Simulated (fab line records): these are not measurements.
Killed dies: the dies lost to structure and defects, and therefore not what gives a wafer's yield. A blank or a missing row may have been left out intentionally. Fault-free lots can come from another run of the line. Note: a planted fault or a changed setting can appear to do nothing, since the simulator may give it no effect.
Comparing a struck lot with a sound one    flow n5-finfet    34 out of 1938 route steps
Sound: these wafers, L550.1, L550.4, L550.6. Struck: wafer L568.6 (L568.1, L568.3, from the same lot, were not struck and are left out); the cause is given at the end.
Order at every step that has rows: each side's tool, ch and its chambers, its first start. Under that, the readings that differ: sound wafers    struck wafers    difference of the means    sigmas: that difference in standard deviations of wafers without a fault.
alike: readings with means less than 2 such deviations apart, plus words and numbers identical on both sides. not compared: withheld readings, readings lacking a value on some wafer, bounds such as >300 that could conceal the same value, and numbers that have no deviation in the record and whose values overlap.
A row with sigmas, a row that says differs or no value, or rows on one side alone: a step with any of these is where the two part. Numbers that have no deviation but don't overlap get no sigmas and don't part them. A reading that every wafer of one side lacks parts them only if that side has two wafers or more.

first, 7 steps without rows for these wafers: N5_SD_ACTIVATION_RTA_00 (time 0 s); N5_SD_ACTIVATION_LSA_01 (time 0.0008 s); N5_ILD0_LINER_00 (material SiNx, target thk 4 nm, pulse time 1 s, purge time 2 s); N5_ILD0_FCVD_FILL_01 (material SiO2 flowable, target thk 200 nm, time 328.3 s); N5_ILD0_CURE_02 (time 1800 s); N5_ILD0_CMP_03 (polishes, stops on SiNx, t overpolish 1.9 s, target thk 197.38 nm); N5_ILD0_CMP_07 (polishes SiO2 flowable, stops on poly-Si, t overpolish 1.18 s, target thk 138.88 nm).
N5_ILD0_PRECLEAN_10: cleans in NF3:NH3, afs cycles 5, time 20 s, sublimation time 60 s.
  sound on remote-plasma-01 ch 0, day 4 04:52; struck on remote-plasma-02 ch 1, day 8 14:25
reading                                               sound              struck  difference  sigmas
time-s (s)                                            20 20 20           23.833  +3.833      
model.SiO2_flowable_of_ILD0_FCVD_FILL_01.thk-nm (nm)  119.6 120.4 120.6  117.8   -2.4        
then, 24 steps without rows for these wafers: N5_ILD0_ALD_15 (deposits SiNx, target thk 24 nm, pulse time 1 s, ald cycles 480); N5_ILD0_CMP_12 (polishes SiNx, stops on poly-Si, t overpolish 6 s, target thk 17.67 nm); N5_SDB_HM_DEP_00 (deposits SiNx from SiH4/NH3/N2, target thk 40 nm, time 35.3 s); N5_SDB_COAT_03 (time 60 s, resist thk 100 nm); N5_SDB_COAT_04 (time 60 s, resist thk 18 nm); N5_SDB_COAT_05 (resist thk 90 nm); N5_SDB_EBR_07; N5_SDB_SOFTBAKE_06 (time 60 s); N5_SDB_EXPOSE_08 (exposes mask SDB); N5_SDB_PEB_09 (peb time 60 s); N5_SDB_DEVELOP_10 (develop time 30 s); N5_SDB_DESCUM_16 (chemistry O2, time 7.9 s); N5_SDB_ETCH_17 (etches SiARC in CF4, target depth 23.4 nm, time 39 s); N5_SDB_ETCH_18 (etches SOC in N2/H2, target depth 100 nm, overetch 20 nm, time 150 s); N5_SDB_STRIP_19 (strips in N2/H2); N5_SDB_STRIP_21 (strips in CF4); N5_SDB_HM_OPEN_20 (chemistry CH3F/O2, target SiNx, stops on poly-Si, target depth 24 nm); N5_SDB_STRIP_22 (strips in N2/H2); N5_SDB_PRECLEAN_23 (cleans in dHF, time 30 s); N5_SDB_DUMMY_REMOVE_24 (chemistry TMAH, target poly-Si, stops on SiO2, target depth 142 nm, time 57 s, rinse time 30 s); N5_SDB_ETCH_25 (etches SiO2 in C4F6/O2, target depth 10 nm, time 3.3 s); N5_SDB_CUT_ETCH_26 (etches Si in HBr/Cl2/O2, target depth 129.6 nm, bt time 20 s, time 51.8 s); N5_SDB_PRECLEAN_38 (cleans in dHF, time 10 s); N5_SDB_PRECLEAN_39 (cleans in O3/DIW, time 45 s).
N5_MOL_CONTACT_COAG_WET_ETCH_116: etches the open film in SC1-inhibited, target depth 4.6 nm, rinse time 30 s.
  sound on wet-bench-03 ch 1,3,7, day 5 13:37; struck on wet-bench-04 ch 7, day 9 21:02
reading                                               sound              struck  difference  sigmas
model.SiO2_flowable_of_ILD0_FCVD_FILL_01.thk-nm (nm)  111.4 112.2 112.4  109.8   -2.2        
-- record jumps: 9 days separate the struck wafers' starts on either side; left off in module MOL_CONTACT_COAG, taken up again in module PASSIVATION, whose first shown step is the route's number 1936 --
N5_PASSIVATION_PROBE_49:
  sound: prober-02 at day 14 12:25; struck: prober-01 at day 18 18:43
reading          sound  struck  difference  sigmas
killed-at-other  8 9 6  1       -7          -2
  alike: killed_at_M0_to_M3, killed_at_M4_up, killed-at-contacts, killed-at-front-end, killed-dies, killed-open, killed-short

== WHERE THEY PART ==
At N5_PASSIVATION_PROBE_49 and nowhere else, as far as this record goes.

WHY: the cause the simulator had injected
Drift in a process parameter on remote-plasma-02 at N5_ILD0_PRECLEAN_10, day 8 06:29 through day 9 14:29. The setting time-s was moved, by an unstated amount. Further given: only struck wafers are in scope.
